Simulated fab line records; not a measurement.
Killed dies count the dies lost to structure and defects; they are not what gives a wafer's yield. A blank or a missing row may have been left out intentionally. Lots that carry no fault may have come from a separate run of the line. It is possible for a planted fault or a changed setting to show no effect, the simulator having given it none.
Lot-split experiment + flow n5_finfet + route with 1938 steps; 7 lots, 21 wafers read

== THE SPLIT ITSELF ==
At N5_BEOL_M0_CUTY_COAT_51 (resist thk 150 nm), the setting spin_rpm was moved away from the recipe's 1500 rpm on 4 of the 21 wafers read, by -10.6% to +3.7%. This setting was run at the recipe's value on the other wafers.

The reading comes from the split's own step.

== THE READING ==
CAR-ArF-block_of_BEOL_M0_CUTY_COAT_51.thk_nm (the simulator's own value, which no gauge read), in nm, at N5_BEOL_M0_CUTY_COAT_51 (resist thk 150 nm). The file gives no usual value for it. Here, 17 wafers ran the recipe; their average is 149.8 nm with a standard deviation of 0.54 nm.

| wafer  | tool, chamber at the split | spin_rpm as run, rpm | against the recipe | CAR-ArF-block_of_BEOL_M0_CUTY_COAT_51.thk_nm, nm | against lot-mates on the recipe |
|--------|----------------------------|----------------------|--------------------|--------------------------------------------------|---------------------------------|
| L078.1 | litho_track-04, 0          | 1500                 | recipe             | 149.6                                            | -                               |
| L078.2 | litho_track-04, 0          | 1450                 | -3.3%              | 152                                              | +2.3                            |
| L078.3 | litho_track-04, 0          | 1500                 | recipe             | 149.8                                            | -                               |
| L081.2 | litho_track-01, 0          | 1341                 | -10.6%             | 159.2                                            | +8.6                            |
| L081.4 | litho_track-01, 0          | 1500                 | recipe             | 150.8                                            | -                               |
| L081.5 | litho_track-01, 0          | 1500                 | recipe             | 150.4                                            | -                               |
| L082.1 | litho_track-01, 0          | 1438                 | -4.1%              | 153.2                                            | +2.7                            |
| L082.5 | litho_track-01, 0          | 1500                 | recipe             | 150.2                                            | -                               |
| L082.6 | litho_track-01, 0          | 1500                 | recipe             | 150.8                                            | -                               |
| L087.1 | litho_track-04, 0          | 1500                 | recipe             | 150.2                                            | -                               |
| L087.3 | litho_track-04, 0          | 1500                 | recipe             | 150.2                                            | -                               |
| L087.4 | litho_track-04, 0          | 1555                 | +3.7%              | 147.2                                            | -3.0                            |
| L088.1 | litho_track-05, 0          | 1500                 | recipe             | 150                                              | -                               |
| L088.4 | litho_track-05, 0          | 1500                 | recipe             | 149.8                                            | -                               |
| L088.6 | litho_track-05, 0          | 1500                 | recipe             | 149.4                                            | -                               |
| L090.2 | litho_track-04, 0          | 1500                 | recipe             | 149.2                                            | -                               |
| L090.5 | litho_track-04, 0          | 1500                 | recipe             | 149.2                                            | -                               |
| L090.4 | litho_track-04, 0          | 1500                 | recipe             | 149.4                                            | -                               |
| L097.1 | litho_track-04, 0          | 1500                 | recipe             | 149.2                                            | -                               |
| L097.5 | litho_track-04, 0          | 1500                 | recipe             | 149                                              | -                               |
| L097.6 | litho_track-04, 0          | 1500                 | recipe             | 149.6                                            | -                               |

THE FIT
A straight line over all 21 wafers: CAR-ArF-block_of_BEOL_M0_CUTY_COAT_51.thk_nm changes by -0.846 nm for each +1% of spin_rpm; r = -0.97; the points scatter about the line by 0.55 nm.
The same after taking each lot's own level away (the mean of its wafers on the recipe; 21 wafers): -0.789 nm for each +1%; r = -0.99; scatter 0.25 nm.
According to that fit, moving spin_rpm by its largest amount changes the reading by 8.4 nm.
The lots' own levels span 149.27 to 150.60 nm, that is 2.5 times the standard deviation above.
So the lot-to-lot level changes the slope little: the two slopes agree.
Check: for one of the wafers moved furthest among these (-10.6%), held out of the fit, the line's prediction against its lot-mates is +7.59 nm. Against them it came out at +8.6 nm.

== THE OTHER SPLITS THESE WAFERS WENT THROUGH ==
These wafers also went through other splits before the reading. Each is held against what the fit with the lots' levels taken away leaves over:
| other split on the same wafers       | wafers away from the commonest value | r with CAR-ArF-block_of_BEOL_M0_CUTY_COAT_51.thk_nm (lot level and that fit taken away) |
|--------------------------------------|--------------------------------------|-----------------------------------------------------------------------------------------|
| N5_SDB_HM_DEP_00 time_s              | 9                                    | -0.03                                                                                   |
| N5_GATE_CUT_ETCH_58 time_s           | 10                                   | -0.25                                                                                   |
| N5_GATE_CUT_ALD_22 ald_cycles        | 6                                    | +0.33                                                                                   |
| N5_GATE_CUT_CMP_23 platen_rpm        | 7                                    | +0.09                                                                                   |
| N5_MOL_CONTACT_COAG_COAT_76 spin_rpm | 7                                    | +0.52                                                                                   |

== FILE'S OWN FIT ==
CAR-ArF-block_of_BEOL_M0_CUTY_COAT_51.thk_nm changes by -0.786 nm for each +1% of spin_rpm, r = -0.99.
